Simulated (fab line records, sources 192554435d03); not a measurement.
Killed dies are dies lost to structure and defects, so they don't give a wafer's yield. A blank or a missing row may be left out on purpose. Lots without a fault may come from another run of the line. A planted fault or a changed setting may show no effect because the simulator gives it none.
fab line records | flow n5_finfet | part 2 of 2: steps 5 to 6 of 6
record lots=24 wafers=72 last_day=18
route steps=1938 shown BEOL_M7@1317 BEOL_M8@1335
lots that met no fault: from a run of the same line without faults
start_h: hours from the record's first day to the start of the lot's first wafer shown | wait_h: hours since the lot's step before | " the same as in the row above | L1.1+2: a row that stands for several wafers | - no value, or no start given | * or withheld: withheld | < > ~ a bound
route shown NAME@n: a module of which the file shows steps, and the number in the route of the first | usual: mean/standard deviation of fault-free wafers | same: alike in all rows | chamber/n: place in a boat | sites: the reading at each site | _std_site: their standard deviation | _edge_site: outer sites' mean less inner sites' | radius_mm: how far each site lies from the wafer's centre | mask NAME#n: copy n | behind: the tool/chamber that last shaped the wafer | hold: why the lot was held/for how many hours/how that ended | device: the transistor (n, p or np) that didn't switch | end of line: the same wafers' tests at the end of the route | a step without rows: its recipe alone | killed: dies lost to structure and defects at the first sort, not the wafer's yield | map: a wafer's dies, x killed, . not, _ none there
set.NAME: the setting as run; set.NAME@STEP: as run at that earlier step | model.NAME: the simulator's own value behind a step, which no gauge read
steps of the route over a sample of lots; a table a step, a row a wafer
services: from which hour (start_h, from the record's first day; less than 0 if before it) a tool's chamber was out of use, for how many hours, and why
## steps
# step N5_BEOL_M8_STRIP_19
# recipe chemistry=O2 power_w=400 temp_c=40 pressure_mtorr=30 rf_frequency_hz=6e+07 bias_power_w=0 overash_fraction=0.2 o2_flow_sccm=225
# usual drypump_motor_current_A=5.7/0.44 oes_product_au=0.78/0.086 rf_vpp_V=3.7/0.66 showerhead_plenum_p_Torr=2.11/0.057 throttle_valve_pct=16.64/0.24
# columns lot.wafer tool chamber start_h wait_h drypump_motor_current_A oes_product_au rf_hours_counter_h rf_vpp_V showerhead_plenum_p_Torr throttle_valve_pct
L074.2 rie_diel-01 2 196.94 0.1 4.8 0.71 184 4.0 2.01 16.85
L074.3 " 0 " " 5.8 0.76 166 3.6 2.11 16.66
L074.4 " 2 " " 4.8 0.72 - 3.9 2.01 16.86
L075.2 rie_diel-03 1 201.17 0.1 5.4 0.75 148 3.6 2.10 16.46
L075.4 " 1 " " 5.4 0.75 - 2.8 2.10 16.43
L075.5 " 2 " " 5.2 0.77 - 4.3 2.09 16.50
L076.1 rie_diel-03 0 206.59 0.1 5.3 0.79 114 3.0 2.21 16.49
L076.3 " 1 " " 5.4 0.76 150 3.3 2.09 16.47
L076.4 " 0 " " 5.3 0.78 - 3.5 2.21 16.48
L078.1 rie_diel-04 1 212.05 0.2 6.0 0.85 52 2.9 2.13 16.77
L078.3 " 0 " " 6.1 0.74 183 3.9 2.10 17.01
L078.6 " 3 " " 5.9 0.70 - 5.3 2.17 16.76
L077.1 rie_diel-01 1 212.50 0.1 5.1 0.67 252 3.2 2.17 16.82
L077.4 " 0 " " 5.8 0.76 173 4.7 2.10 16.67
L077.6 " 1 " " 5.0 0.67 - 3.5 2.17 16.84
L079.1 rie_diel-03 1 218.28 0.1 5.4 0.74 153 3.7 2.09 16.45
L079.3 " 2 " " 5.2 0.76 182 3.7 2.08 16.54
L079.5 " 2 " " 5.2 0.76 - 3.3 2.08 16.57
L080.1 rie_diel-01 3 229.43 0.1 6.2 0.83 51 4.3 2.20 16.37
L080.2 " 2 " " 4.8 0.71 199 5.9 2.01 16.88
L080.4 " 2 " " 4.8 0.71 - 3.5 2.01 16.88
L081.1 rie_diel-04 3 239.66 0.1 5.9 0.70 233 3.2 2.16 16.79
L081.2 " 0 " " 6.0 0.72 195 3.8 2.09 17.05
L081.3 " 1 " " 6.0 0.83 64 1.9 2.13 16.79
L082.1 rie_diel-01 2 252.92 0.3 4.8 0.69 210 5.0 2.00 16.88
L082.2 " 3 " " 6.2 0.81 62 2.8 2.20 16.41
L082.6 " 3 " " 6.2 0.82 - 3.1 2.20 16.40
L083.1 rie_diel-01 0 265.77 0.1 5.8 0.74 197 3.3 2.10 16.68
L083.2 " 2 " " 4.8 0.69 215 4.0 2.00 16.91
L083.4 " 0 " " 5.8 0.74 - 3.4 2.09 16.69
L085.2 rie_diel-01 2 273.03 0.2 4.8 0.69 217 3.3 2.00 16.90
L085.3 " 0 " " 5.8 0.73 200 4.8 2.09 16.74
L085.6 " 2 " " 4.8 0.69 - 4.9 2.00 16.92
L084.1 rie_diel-03 0 273.18 0.1 5.4 0.76 134 3.2 2.20 16.55
L084.3 " 3 " " 5.9 0.90 21 2.9 2.17 16.43
L084.6 " 2 " " 5.2 0.74 - 4.2 2.08 16.57
L086.2 rie_diel-04 0 277.05 0.3 6.1 0.70 206 4.2 2.09 17.07
L086.3 " 1 " " 6.0 0.80 76 3.0 2.12 16.81
L086.4 " 2 " " 6.0 0.91 16 3.8 2.07 16.27
L088.1 rie_diel-01 3 279.85 0.3 6.2 0.79 74 4.0 2.19 16.43
L088.2 " 2 " " 4.8 0.69 222 4.5 2.00 16.91
L088.5 " 0 " " 5.8 0.73 - 3.3 2.09 16.73
L087.2 rie_diel-03 0 284.21 0.3 5.3 0.77 137 3.4 2.20 16.54
L087.4 " 1 " " 5.4 0.72 173 3.5 2.09 16.50
L087.6 " 2 " " 5.2 0.74 - 3.6 2.08 16.55
L089.1 rie_diel-03 1 284.32 0.1 5.4 0.72 173 4.3 2.09 16.52
L089.5 " 1 " " 5.4 0.73 - 4.9 2.09 16.48
L089.6 " 2 " " 5.2 0.75 - 3.3 2.08 16.60
L090.1 rie_diel-04 0 288.92 0.1 6.1 0.70 211 4.3 2.09 17.07
L090.3 " 3 " " 5.9 0.68 248 3.7 2.16 16.79
L090.5 " 3 " " 5.9 0.68 - 3.9 2.16 16.81
L091.2 rie_diel-03 2 311.51 0.7 5.2 0.73 214 3.8 2.07 16.59
L091.3 " 3 " " 5.9 0.89 32 4.4 2.16 16.49
L091.4 " 0 " " 5.3 0.76 145 3.1 2.20 16.53
L094.2 rie_diel-04 1 314.44 0.2 6.0 0.79 88 3.4 2.12 16.85
L094.5 " 3 " " 5.9 1.02 - 4.2 2.16 16.35
L094.6 " 2 " " 6.0 0.90 - 3.5 2.07 16.30
L092.1 rie_diel-04 1 315.05 0.1 6.0 0.79 88 3.2 2.12 16.84
L092.2 " 2 " " 6.1 0.88 30 3.4 2.06 16.28
L092.5 " 3 " " 5.9 1.03 - 3.2 2.16 16.37
L093.2 rie_diel-04 2 319.89 0.3 6.1 0.89 33 4.0 2.06 16.30
L093.4 " 3 " " 5.9 1.01 5 3.4 2.16 16.38
L093.6 " 2 " " 6.1 0.89 - 3.4 2.06 16.30
L096.1 rie_diel-04 1 336.17 0.1 6.0 0.78 101 3.8 2.11 16.87
L096.2 " 0 " " 6.1 0.71 234 3.6 2.08 17.12
L096.3 " 2 " " 6.0 0.89 43 3.0 2.06 16.32
L095.1 rie_diel-04 2 336.69 0.2 6.1 0.86 43 3.3 2.06 16.34
L095.3 " 3 " " 5.9 0.99 9 3.9 2.15 16.36
L095.4 " 1 " " 6.0 0.78 101 2.9 2.11 16.87
L097.1 rie_diel-03 0 338.87 0.1 5.3 0.74 159 3.9 2.19 16.57
L097.4 " 3 " " 5.9 0.86 46 3.1 2.16 16.47
L097.5 " 1 " " 5.4 0.71 - 2.9 2.08 16.56
# step N5_BEOL_M8_DESCUM_33
# recipe chemistry=O2 time_s=7 source_power_w=50 bias_power_w=20 pressure_mtorr=20 rf_frequency_hz=2.712e+07 temp_c=40 resist=CAR-EUV o2_flow_sccm=225
# usual drypump_motor_current_A=5.6/0.42 oes_product_au=0.76/0.064 rf_vpp_V=243.6/1.3 showerhead_plenum_p_Torr=2.11/0.059 throttle_valve_pct=20.36/0.2
# columns lot.wafer tool chamber start_h wait_h drypump_motor_current_A oes_product_au rf_hours_counter_h rf_vpp_V showerhead_plenum_p_Torr throttle_valve_pct
L074.2 rie_diel-03 2 197.52 0.0 5.2 0.76 174 241.3 2.08 20.24
L074.3 " 1 " " 5.4 0.75 147 243.9 2.09 20.16
L074.4 " 2 " " 5.2 0.76 - 242.9 2.08 20.23
L075.2 rie_diel-04 1 201.80 0.0 6.0 0.85 48 243.7 2.13 20.57
L075.4 " 0 " " 6.1 0.74 178 244.6 2.10 20.77
L075.5 " 0 " " 6.0 0.74 - 242.4 2.10 20.78
L076.1 rie_diel-03 1 207.44 0.4 5.4 0.75 150 245.2 2.09 20.18
L076.3 " 0 " " 5.3 0.79 114 245.3 2.20 20.22
L076.4 " 0 " " 5.3 0.79 - 243.8 2.20 20.21
L078.1 rie_diel-04 1 212.65 0.1 6.0 0.84 52 243.3 2.13 20.56
L078.3 " 3 " " 6.0 0.71 220 243.2 2.16 20.45
L078.6 " 3 " " 6.0 0.71 - 245.4 2.16 20.47
L077.1 rie_diel-01 1 213.33 0.4 5.1 0.68 252 244.4 2.17 20.58
L077.4 " 3 " " 6.2 0.84 50 245.0 2.20 20.09
L077.6 " 3 " " 6.2 0.84 - 244.7 2.20 20.10
L079.1 rie_diel-01 0 221.27 0.1 5.8 0.76 177 244.0 2.10 20.43
L079.3 " 2 " " 4.7 0.71 194 241.3 2.00 20.64
L079.5 " 0 " " 5.8 0.76 - 244.3 2.10 20.42
L080.1 rie_diel-01 2 231.01 0.0 4.8 0.71 199 242.7 2.00 20.66
L080.2 " 0 " " 5.8 0.75 182 243.7 2.10 20.43
L080.4 " 2 " " 4.8 0.70 - 242.0 2.00 20.65
L081.1 rie_diel-01 3 243.14 0.2 6.2 0.82 57 245.9 2.19 20.11
L081.2 " 2 " " 4.8 0.70 205 241.1 2.00 20.65
L081.3 " 0 " " 5.8 0.75 188 243.6 2.09 20.44
L082.1 rie_diel-03 2 256.49 0.0 5.2 0.74 193 244.9 2.08 20.29
L082.2 " 3 " " 5.9 0.92 15 244.6 2.16 20.24
L082.6 " 1 " " 5.4 0.74 - 243.8 2.09 20.20
L083.1 rie_diel-04 1 267.20 0.0 6.0 0.80 72 243.6 2.12 20.61
L083.2 " 0 " " 6.1 0.72 202 243.8 2.09 20.81
L083.4 " 2 " " 6.1 0.92 11 242.5 2.07 20.04
L084.1 rie_diel-03 2 275.11 0.4 5.2 0.75 200 244.1 2.07 20.27
L084.3 " 1 " " 5.4 0.74 170 243.3 2.08 20.21
L084.6 " 1 " " 5.4 0.73 - 244.4 2.08 20.19
L085.2 rie_diel-03 2 275.51 0.7 5.2 0.74 200 242.4 2.07 20.27
L085.3 " 0 " " 5.3 0.77 135 245.8 2.20 20.24
L085.6 " 2 " " 5.1 0.75 - 243.2 2.07 20.28
L086.2 rie_diel-01 2 278.16 0.0 4.8 0.68 221 241.1 1.99 20.67
L086.3 " 0 " " 5.8 0.73 203 243.6 2.09 20.46
L086.4 " 0 " " 5.8 0.73 - 242.3 2.09 20.46
L088.1 rie_diel-01 2 280.36 0.0 4.8 0.69 222 241.0 1.99 20.67
L088.2 " 3 " " 6.1 0.79 74 244.9 2.19 20.12
L088.5 " 2 " " 4.8 0.68 - 240.8 1.99 20.68
L087.2 rie_diel-01 1 287.25 0.0 5.0 0.98 2 243.4 2.16 20.19
L087.4 " 3 " " 6.2 0.80 76 245.0 2.19 20.12
L087.6 " 3 " " 6.1 0.80 - 245.3 2.19 20.15
L089.1 rie_diel-03 2 287.42 0.0 5.2 0.74 203 242.3 2.07 20.30
L089.5 " 2 " " 5.2 0.73 - 243.0 2.07 20.30
L089.6 " 1 " " 5.4 0.73 - 243.6 2.08 20.20
L090.1 rie_diel-04 0 290.00 0.3 6.1 0.70 212 244.3 2.08 20.85
L090.3 " 3 " " 5.9 0.69 249 244.4 2.15 20.50
L090.5 " 2 " " 6.1 0.90 - 243.2 2.06 20.05
L091.2 rie_diel-03 0 313.53 0.4 5.3 0.76 146 245.4 2.19 20.27
L091.3 " 1 " " 5.4 0.72 185 242.4 2.08 20.23
L091.4 " 2 " " 5.2 0.73 215 243.7 2.07 20.29
L094.2 rie_diel-03 2 316.97 0.3 5.2 0.73 216 244.1 2.07 20.30
L094.5 " 2 " " 5.2 0.73 - 242.6 2.07 20.30
L094.6 " 3 " " 5.9 0.88 - 245.1 2.16 20.27
L092.1 rie_diel-03 1 317.74 0.9 5.4 0.72 187 242.5 2.08 20.23
L092.2 " 3 " " 5.9 0.88 35 244.4 2.16 20.28
L092.5 " 1 " " 5.4 0.72 - 243.1 2.08 20.23
L093.2 rie_diel-04 2 323.20 0.4 6.1 0.88 34 243.5 2.06 20.09
L093.4 " 2 " " 6.1 0.89 - 242.8 2.06 20.08
L093.6 " 0 " " 6.1 0.71 - 241.8 2.08 20.86
L096.1 rie_diel-03 2 337.30 0.6 5.2 0.72 227 242.0 2.06 20.33
L096.2 " 1 " " 5.4 0.72 198 243.3 2.07 20.25
L096.3 " 3 " " 5.9 0.86 45 243.6 2.15 20.28
L095.1 rie_diel-03 3 338.91 1.3 5.9 0.86 46 244.2 2.15 20.27
L095.3 " 1 " " 5.3 0.71 199 243.8 2.07 20.25
L095.4 " 0 " " 5.3 0.75 159 245.2 2.19 20.28
L097.1 rie_diel-03 1 340.23 0.8 5.4 0.71 199 242.9 2.07 20.24
L097.4 " 2 " " 5.2 0.72 228 243.0 2.06 20.33
L097.5 " 0 " " 5.3 0.75 - 243.0 2.19 20.28
## services
# columns tool chamber start_h hours kind
rie_diel-03 3 180.27 - clean
rie_diel-03 3 180.27 - consumable_replace:focus_ring
rie_diel-03 3 180.27 28.1 scheduled_down
rie_diel-03 3 180.27 28.1 vent_cycle
pecvd-02 - 181.06 0.7 repair
pecvd-01 - 191.71 0.4 repair
rie_diel-01 3 191.98 14.3 repair
rie_diel-03 - 211.67 1.7 repair
uv_cure-03 - 212.98 2.8 pm
uv_cure-02 - 237.61 1.0 pm
uv_cure-02 - 258.42 3.4 pm
pecvd-03 - 258.70 26.5 repair
uv_cure-02 - 274.44 6.0 pm
rie_diel-04 1 287.30 4.7 repair
rie_diel-03 3 291.56 6.8 repair
rie_diel-03 - 293.56 1.1 repair
rie_diel-03 0 296.71 5.3 repair
pecvd-02 - 297.64 0.7 repair
rie_diel-01 - 306.91 75.6 repair
rie_diel-04 - 308.37 4.3 pm
rie_diel-04 3 321.46 9.9 repair
uv_cure-02 - 328.66 2.1 pm
pecvd-01 - 329.36 1.0 repair
uv_cure-01 - 339.05 15.0 repair
